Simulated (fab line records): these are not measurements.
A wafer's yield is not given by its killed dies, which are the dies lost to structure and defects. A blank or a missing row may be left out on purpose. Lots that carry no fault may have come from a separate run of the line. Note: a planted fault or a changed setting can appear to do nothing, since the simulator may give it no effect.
A struck lot beside a sound one -- flow nand-harc -- 15 steps out of a route of 1159
Sound: these wafers, L451.2, L451.5, L451.6. Struck: wafer L460.2 (left out: L460.3, L460.4 of the same lot, which were not struck); the cause appears at the end.
Each step with rows lists, per side, the tool, then ch with its chambers, then its first start. Under that, the readings that differ: sound wafers -- struck wafers -- difference of the means -- sigmas: that difference in standard deviations of wafers without a fault.
alike: words and numbers the same on both sides, and readings whose means are apart by under 2 such deviations; not compared: readings that were withheld, readings missing a value for some wafer, numbers with overlapping values and no deviation given by the record, and bounds like >300 which may hide the same value.
A row with sigmas, a row that says differs or no value, or rows on one side alone: a step with any of these is where the two part. When numbers do not overlap yet have no deviation, they are printed without sigmas and do not part them. Lack of a reading on every wafer of one side parts them only where that side has two or more wafers.

first, 8 steps without rows for these wafers: NHARC_P_M2_HMDS_02 (time 30 s); NHARC_P_M2_COAT_34 (time 65 s); NHARC_P_M2_COAT_03 (resist thk 90 nm); NHARC_P_M2_SOFTBAKE_04 (time 55 s); NHARC_P_M2_EBR_05; NHARC_P_M2_EXPOSE_06 (exposes mask P M2, target cd 170 nm); NHARC_P_M2_PEB_07 (peb time 65 s); NHARC_P_M2_DEVELOP_08 (develop time 35 s).
NHARC_P_M2_CD_MEAS_09: the cd target is 170 nm.
  sound on cd-sem-01 ch 0, day 6 20:23; struck on cd-sem-02 ch 0, day 8 15:17
  alike: cd-nm
NHARC_P_M2_OVL_MEAS_10: pitch 340 nm.
  sound: overlay-01 at day 6 20:28; struck: overlay-02 at day 8 15:23
  alike: overlay-x-nm, overlay-y-nm
NHARC_P_M2_INSPECT_11:
  sound: defect-inspect-02 at day 6 20:30; struck: defect-inspect-01 at day 8 15:25
  alike: raw-defect-count
NHARC_P_M2_DESCUM_14: chemistry O2, time 3 s.
  sound on rie-diel-02 ch 0,1, day 6 20:34; struck on rie-diel-02 ch 3, day 8 15:29
reading,sound,struck,difference,sigmas
oes-product-au (a.u.),1.006 1.027 0.999,0.976,-0.035,-2
rf-vpp-V (V),57.7 57.6 57.8,59.7,+2.0,+2
  alike: chamber-pressure-mTorr, drypump-motor-current-A, o2-flow-sccm, showerhead-plenum-p-Torr, throttle-valve-pct
  not compared: rf-hours-counter-h
NHARC_P_M2_ETCH_35: etches the open film in N2/H2, target depth 40 nm, overetch 12 nm, time 43.94 s.
  sound on rie-diel-02 ch 0,1,2, day 6 20:40; struck on rie-diel-02 ch 0, day 8 15:34
reading,sound,struck,difference,sigmas
oes-product-au (a.u.),1.006 1.011 1.014,0.839,-0.171,-13
  alike: chamber-pressure-mTorr, drypump-motor-current-A, h2-flow-sccm, n2-flow-sccm, rf-vpp-V, showerhead-plenum-p-Torr, throttle-valve-pct
  not compared: rf-hours-counter-h
NHARC_P_M2_ETCH_15: etches the open film in C4F8/Ar, target depth 182.5 nm, time 91.2 s.
  sound: rie-diel-02 ch 0,1; struck: rie-diel-02 ch 1
  alike: chamber-pressure-mTorr, oes-product-au, rf-vpp-V
  not compared: rf-hours-counter-h
-- the record jumps here: 13 days lie between the struck wafers' starts before and after (it left off in module P_M2 and takes up again in module END, whose first step shown is number 1159 of the route) --
NHARC_END_SORT_01:
  here the record holds rows for the struck wafers (prober-02 ch 0, day 22 03:16) but none for the sound ones

== WHERE THEY PART ==
Last at NHARC_END_SORT_01 as far as this record goes, first at NHARC_P_M2_DESCUM_14.

WHY: what had been put in by the simulator
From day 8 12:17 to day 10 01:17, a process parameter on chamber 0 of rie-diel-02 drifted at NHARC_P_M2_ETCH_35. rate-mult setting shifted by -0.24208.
